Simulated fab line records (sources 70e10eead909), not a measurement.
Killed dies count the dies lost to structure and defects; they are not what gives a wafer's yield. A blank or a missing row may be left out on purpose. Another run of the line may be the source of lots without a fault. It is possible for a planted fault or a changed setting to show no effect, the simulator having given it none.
Chamber matching :: flow nandHarc :: rieDiel-06 running NHARC_A_CONTACT_DESCUM_74: 4 sister chambers
The step chemistry O2, time 3 s. 4 wafers are shown with their chamber, then 12 later ones without.

EACH WAFER AND ITS CHAMBER
wafer: L088.1
chamber: 2
showerheadPlenumPTorr (Torr): 1.80

wafer: L089.1
chamber: 0
showerheadPlenumPTorr (Torr): 2.06

wafer: L089.2
chamber: 1
showerheadPlenumPTorr (Torr): 1.86

wafer: L089.4
chamber: 3
showerheadPlenumPTorr (Torr): 1.80

WAFERS WITHOUT THEIR CHAMBER
wafer: L092.1
showerheadPlenumPTorr (Torr): 2.06

wafer: L092.3
showerheadPlenumPTorr (Torr): 1.80

wafer: L092.4
showerheadPlenumPTorr (Torr): 1.80

wafer: L094.1
showerheadPlenumPTorr (Torr): 1.80

wafer: L094.4
showerheadPlenumPTorr (Torr): 2.06

wafer: L094.5
showerheadPlenumPTorr (Torr): 1.86

wafer: L095.1
showerheadPlenumPTorr (Torr): 1.86

wafer: L095.4
showerheadPlenumPTorr (Torr): 1.80

wafer: L095.5
showerheadPlenumPTorr (Torr): 1.80

wafer: L096.2
showerheadPlenumPTorr (Torr): 1.79

wafer: L096.3
showerheadPlenumPTorr (Torr): 1.80

wafer: L096.6
showerheadPlenumPTorr (Torr): 1.80

THE CHAMBER EACH PASSED THROUGH
wafer: L092.1
from the rows above: 0
in truth: 0

wafer: L092.3
from the rows above: can't be placed: 2 or 3
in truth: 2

wafer: L092.4
from the rows above: can't be placed: 2 or 3
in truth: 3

wafer: L094.1
from the rows above: can't be placed: 2 or 3
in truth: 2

wafer: L094.4
from the rows above: 0
in truth: 0

wafer: L094.5
from the rows above: 1
in truth: 1

wafer: L095.1
from the rows above: 1
in truth: 1

wafer: L095.4
from the rows above: can't be placed: 2 or 3
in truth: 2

wafer: L095.5
from the rows above: can't be placed: 2 or 3
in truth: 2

wafer: L096.2
from the rows above: can't be placed: 2 or 3
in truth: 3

wafer: L096.3
from the rows above: can't be placed: 2 or 3
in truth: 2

wafer: L096.6
from the rows above: can't be placed: 2 or 3
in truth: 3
Correctly placed: 4 of 12. From these rows, 8 cannot be placed; in 8 the true chamber is one of the candidates. Number placed wrongly: 0.
How it was worked out, from the rows above alone: a wafer's distance from a chamber is the root of the sum, over the readings, of the square of ((its reading less the chamber's mean) divided by the reading's scatter). If the next closest chamber is less than 2 further off than the closest, the wafer can't be placed; otherwise it belongs to the closest. Each chamber's mean is taken over the wafers shown for it. The scatter: root of mean squared gap, hidden wafer to nearest shown wafer, with one shown wafer a chamber.
